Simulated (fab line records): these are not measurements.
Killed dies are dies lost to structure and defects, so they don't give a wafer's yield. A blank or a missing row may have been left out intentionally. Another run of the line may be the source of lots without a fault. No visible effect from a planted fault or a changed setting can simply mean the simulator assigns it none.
Which tool was responsible? ; flow nand_harc ; 6 lots with 18 wafers sampled at 5 steps, on a route of 1159 steps

== WHAT EACH GAUGE READ, for each wafer ==
NHARC_END_SORT_01.
lot ; measured ; on ; killed_at_array

== TOOL THAT RAN EACH LOT (tool first, then ch and the chambers of the sampled wafers, then the start) ==
lot;NHARC_A_STAIRCASE_DEP_301;NHARC_A_STAIRCASE_ALD_415;NHARC_A_STAIRCASE_ETCHBACK_416;NHARC_A_STAIRCASE_DEP_151
L382;pecvd-01 ch 0,1,2, day 12 05:58;ald_hk-04 ch 1,2, day 12 10:53;rie_diel-04 ch 0,1, day 13 03:31 or earlier;pecvd-03 ch 1,2, day 13 03:31
L385;pecvd-04 ch 0,1, day 12 16:25;ald_hk-04 ch 0,2,3, day 12 19:07;rie_diel-08 ch 1,2,3, day 13 09:36 or earlier;pecvd-04 ch 0,2, day 13 09:36
L384;pecvd-01 ch 0,1,2, day 12 23:59;ald_hk-01 ch 1,2,3, day 13 02:49;rie_diel-12 ch 0,1,3, day 13 17:16 or earlier;pecvd-04 ch 0,1, day 13 17:16
L388;pecvd-04 ch 0,1,2, day 13 13:37;ald_hk-04 ch 0,2, day 13 16:26;rie_diel-12 ch 0,2, day 14 06:43 or earlier;pecvd-03 ch 0,2, day 14 06:43
L389;pecvd-03 ch 0,1,2, day 14 00:58;ald_hk-01 ch 0,2,3, day 14 04:38;rie_diel-04 ch 0,1,3, day 14 18:46 or earlier;pecvd-03 ch 0,1,2, day 14 18:46
L391;pecvd-01 ch 0,2, day 15 02:36;ald_hk-04 ch 1,2, day 15 05:33;rie_diel-12 ch 0,2, day 15 20:02 or earlier;pecvd-01 ch 0,1, day 15 20:02
- NHARC_A_STAIRCASE_DEP_301: deposits SiON, target thk 30 nm.
- NHARC_A_STAIRCASE_ALD_415: deposits SiO2, target thk 30 nm, pulse time 6 s, ald cycles 300.
- NHARC_A_STAIRCASE_ETCHBACK_416: etches the open film in C4F8/O2/Ar, target depth 36 nm, time 7.2 s.
- NHARC_A_STAIRCASE_DEP_151: deposits SiO2, target thk 3800 nm.

== THE ANSWER, worked out from the rows above alone ==
Rule: usual is defined by the lots themselves. The widest of any qualifying gaps counts: lots, ordered by their means at a reading, are off when they make up no more than a third of the lots, leave a main group of 4 or more, and stand apart from it by 3 or more times the standard deviation of that group's means. A main group is skipped when, at the precision printed for the reading in the tables above, its means are all equal. A lot without any number at a reading at which 4 lots or more have one is off too. Where the step has rows for the other lots, those lots are counted as sound.
Nothing can be told from this: no lot is off at any reading shown.

== WHAT WAS PUT IN BY THE SIMULATOR ==
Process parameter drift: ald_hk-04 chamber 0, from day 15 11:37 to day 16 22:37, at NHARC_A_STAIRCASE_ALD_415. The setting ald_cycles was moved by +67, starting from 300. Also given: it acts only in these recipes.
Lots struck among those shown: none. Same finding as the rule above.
